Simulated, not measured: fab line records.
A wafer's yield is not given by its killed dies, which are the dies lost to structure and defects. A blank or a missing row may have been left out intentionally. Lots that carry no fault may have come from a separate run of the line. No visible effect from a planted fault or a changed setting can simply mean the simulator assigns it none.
Split-lot experiment | flow n5 finfet | 21 wafers read across 7 lots, on a route 1938 steps long

== ABOUT THE SPLIT ==
At N5_BEOL_M11_TRENCH_ETCH_37 (etches SiCOH lowk in C4F6/O2, target depth 148.83 nm, time 48 s), the setting time s was moved away from the recipe's 48 s on 6 of the 21 wafers read, by -16.7% to +17.6%. For the rest of the wafers, this setting stayed at what the recipe calls for.

The split's own step is where the reading is taken.

== THE READING ==
etch.depth nm (the simulator's own value, which no gauge read), in nm, at N5_BEOL_M11_TRENCH_ETCH_37 (etches SiCOH lowk in C4F6/O2, target depth 148.83 nm, time 48 s). The file does not state a usual value for it. The 15 wafers here that ran the recipe average 147.4 nm, standard deviation 3.8 nm.

wafer  | tool, chamber at the split | time s as run, s | against the recipe | etch.depth nm, nm | against lot-mates on the recipe
L075.2 | rie diel-05, 1             | 48               | recipe             | 149.6             | -
L075.4 | rie diel-05, 2             | 56.46            | +17.6%             | 164.7             | +17.8
L075.5 | rie diel-05, 3             | 48               | recipe             | 144.2             | -
L077.1 | rie diel-05, 2             | 48               | recipe             | 142.8             | -
L077.3 | rie diel-05, 0             | 48               | recipe             | 152.3             | -
L077.5 | rie diel-05, 1             | 48               | recipe             | 149.1             | -
L080.2 | rie diel-05, 3             | 39.97            | -16.7%             | 119.9             | -22.9
L080.5 | rie diel-05, 1             | 39.97            | -16.7%             | 124.2             | -18.6
L080.6 | rie diel-05, 2             | 48               | recipe             | 142.8             | -
L085.2 | rie diel-06, 3             | 48               | recipe             | 152.2             | -
L085.3 | rie diel-06, 0             | 48               | recipe             | 145.3             | -
L085.4 | rie diel-06, 2             | 48               | recipe             | 150.7             | -
L095.3 | rie diel-06, 2             | 41.92            | -12.7%             | 130.8             | -15.4
L095.4 | rie diel-06, 0             | 48               | recipe             | 141.8             | -
L095.6 | rie diel-06, 3             | 48               | recipe             | 150.6             | -
L097.3 | rie diel-06, 3             | 48               | recipe             | 151.2             | -
L097.4 | rie diel-06, 1             | 44.74            | -6.8%              | 139.3             | -11.9
L097.5 | rie diel-06, 0             | 44.74            | -6.8%              | 134.3             | -16.9
L096.1 | rie diel-05, 0             | 48               | recipe             | 150.7             | -
L096.3 | rie diel-05, 3             | 48               | recipe             | 143.5             | -
L096.4 | rie diel-05, 3             | 48               | recipe             | 144.2             | -

FIT RESULTS
A straight line over all 21 wafers: etch.depth nm changes by +1.31 nm for each +1% of time s; r = +0.93; the points scatter about the line by 3.9 nm.
The same after taking each lot's own level away (the mean of its wafers on the recipe; 21 wafers): +1.22 nm for each +1%; r = +0.93; scatter 3.7 nm.
The reading moves by 21 nm for the largest change in time s, on that fit.
Measured against the standard deviation above, the lots' own levels, which go from 142.80 to 151.20 nm, span 2.2 times it.
The two slopes agree, so the slope changes little with the lot-to-lot level.
Check: +22.7 nm against its lot-mates is what the line predicts for one of the wafers moved furthest among these (+17.6%) when that wafer is left out of the fit. It came out at +17.8 nm against them.

== THE OTHER SPLITS THESE WAFERS WENT THROUGH ==
Note: prior to the reading, these wafers also went through further splits. Each is held against what the fit with the lots' levels taken away leaves over:
other split on the same wafers   | wafers away from the commonest value | r with etch.depth nm (lot level and that fit taken away)
N5_BEOL_M8_ETCH_65 source w      | 6                                    | +0.02
N5_BEOL_M8_TRENCH_ETCH_37 time s | 5                                    | -0.24
N5_BEOL_M9_TRENCH_ETCH_37 time s | 7                                    | -0.05
N5_BEOL_M9_SPUTTER_48 power w    | 5                                    | -0.22
N5_BEOL_M10_PECVD_70 time s      | 4                                    | +0.08

== THE WHOLE CHAIN: every reading that the file lists as answering this split, in the file's order ==
step                       | what it does                                                    | reading                                                                    | change (the file's fit)             | r (the file's)
N5_BEOL_M11_TRENCH_ETCH_37 | etches SiCOH lowk in C4F6/O2, target depth 148.83 nm, time 48 s | BEOL_M11.feature depth nm (the simulator's own value, which no gauge read) | +1.2 nm for each +1% of the setting | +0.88
N5_BEOL_M11_TRENCH_ETCH_37 | etches SiCOH lowk in C4F6/O2, target depth 148.83 nm, time 48 s | etch.depth nm (the simulator's own value, which no gauge read)             | +1.2 nm for each +1% of the setting | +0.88

== FILE'S OWN FIT ==
etch.depth nm changes by +1.2 nm for each +1% of time s, r = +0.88.
